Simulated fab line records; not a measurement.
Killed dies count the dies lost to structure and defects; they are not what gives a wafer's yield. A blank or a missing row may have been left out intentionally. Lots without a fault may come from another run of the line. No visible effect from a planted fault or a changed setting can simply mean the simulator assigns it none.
A struck lot beside a sound one    flow nand-harc    14 out of 1302 route steps
Sound: these wafers, L248.3, L248.4, L248.6. Struck: wafers L258.3, L258.4, L258.6. At the end, the cause is stated.
Each step with rows lists, per side, the tool, then ch with its chambers, then its first start. Under that, the readings that differ: sound wafers    struck wafers    difference of the means    sigmas: that difference in standard deviations of wafers without a fault.
alike: readings whose means differ by less than 2 such deviations, and words and numbers that are the same on both sides. not compared: withheld readings, readings that some wafer has no value for, bounds like >300 that may hide the same value, and numbers for which the record gives no deviation and whose values overlap.
A row with sigmas, a row that says differs or no value, or rows on one side alone: a step with any of these is where the two part. Non-overlapping numbers with no deviation appear without sigmas and do not part them. A reading that every wafer of one side lacks parts them only if that side has two wafers or more.

NHARC_A_STAIRCASE_DESCUM_219: chemistry O2, time 3 s.
  sound on rie-diel-11 ch 1,2,3, day 16 18:20; struck on rie-diel-11 ch 0,2,3, day 21 04:35
  alike: drypump-motor-current-A, oes-product-au, rf-vpp-V, showerhead-plenum-p-Torr, throttle-valve-pct
  not compared: rf-hours-counter-h
then, 1 step without rows for these wafers: NHARC_A_STAIRCASE_TRIM_220 (chemistry O2, time 211.2 s).
NHARC_A_STAIRCASE_ETCH_221: etches the open film in C4F8/O2, target depth 100 nm, time 40.5 s.
  sound: rie-diel-11 ch 1,2,3; struck: rie-diel-11 ch 0,1,2
  alike: oes-product-au, rf-vpp-V
  not compared: rf-hours-counter-h
NHARC_A_STAIRCASE_TRIM_222: chemistry O2, time 211.2 s.
  sound: rie-diel-11 ch 0,1; struck: rie-diel-11 ch 2,3
reading                          sound           struck          difference  sigmas
showerhead-plenum-p-Torr (Torr)  3.32 3.42 3.32  3.80 3.64 3.64  +0.34       +2
  alike: drypump-motor-current-A, oes-product-au, rf-vpp-V, run-length-s, throttle-valve-pct
  not compared: rf-hours-counter-h
then, 1 step without rows for these wafers: NHARC_A_STAIRCASE_ETCH_223 (etches the open film in C4F8/O2, target depth 100 nm, time 40.5 s).
NHARC_A_STAIRCASE_TRIM_224: chemistry O2, time 211.2 s.
  sound: rie-diel-11 ch 0,3; struck: rie-diel-11 ch 1,3
  alike: drypump-motor-current-A, oes-product-au, rf-vpp-V, run-length-s, showerhead-plenum-p-Torr, throttle-valve-pct
  not compared: rf-hours-counter-h
then, 2 steps without rows for these wafers: NHARC_A_STAIRCASE_ETCH_225 (etches the open film in C4F8/O2, target depth 100 nm, time 40.5 s); NHARC_A_STAIRCASE_TRIM_226 (chemistry O2, time 211.2 s).
NHARC_A_STAIRCASE_ETCH_227: etches the open film in C4F8/O2, target depth 100 nm, time 40.5 s.
  sound: rie-diel-11 ch 0,1,3; struck: rie-diel-11 ch 0,2
  alike: oes-product-au, rf-vpp-V
  not compared: rf-hours-counter-h
then, 2 steps without rows for these wafers: NHARC_A_STAIRCASE_TRIM_229 (chemistry O2, time 211.2 s); NHARC_A_STAIRCASE_ETCH_230 (etches the open film in C4F8/O2, target depth 100 nm, time 40.5 s).
NHARC_A_STAIRCASE_TRIM_231: chemistry O2, time 211.2 s.
  sound on rie-diel-11 ch 0,2,3, day 16 19:45; struck on rie-diel-04 ch 0,2, day 21 05:58
reading           sound              struck             difference  sigmas
run-length-s (s)  232.6 233.0 233.2  245.8 246.3 245.2  +12.8       +29
  alike: drypump-motor-current-A, oes-product-au, rf-vpp-V, showerhead-plenum-p-Torr, throttle-valve-pct
  not compared: rf-hours-counter-h
then, 1 step without rows for these wafers: NHARC_A_STAIRCASE_ETCH_232 (etches the open film in C4F8/O2, target depth 100 nm, time 40.5 s).
NHARC_END_SORT_01:
  the record has rows for the sound wafers here (prober-02 ch 0, day 25 08:26) and none for the struck ones

## WHERE THEY PART
Last at NHARC_END_SORT_01 as far as this record goes, first at NHARC_A_STAIRCASE_TRIM_222.

WHY: the cause the simulator had injected
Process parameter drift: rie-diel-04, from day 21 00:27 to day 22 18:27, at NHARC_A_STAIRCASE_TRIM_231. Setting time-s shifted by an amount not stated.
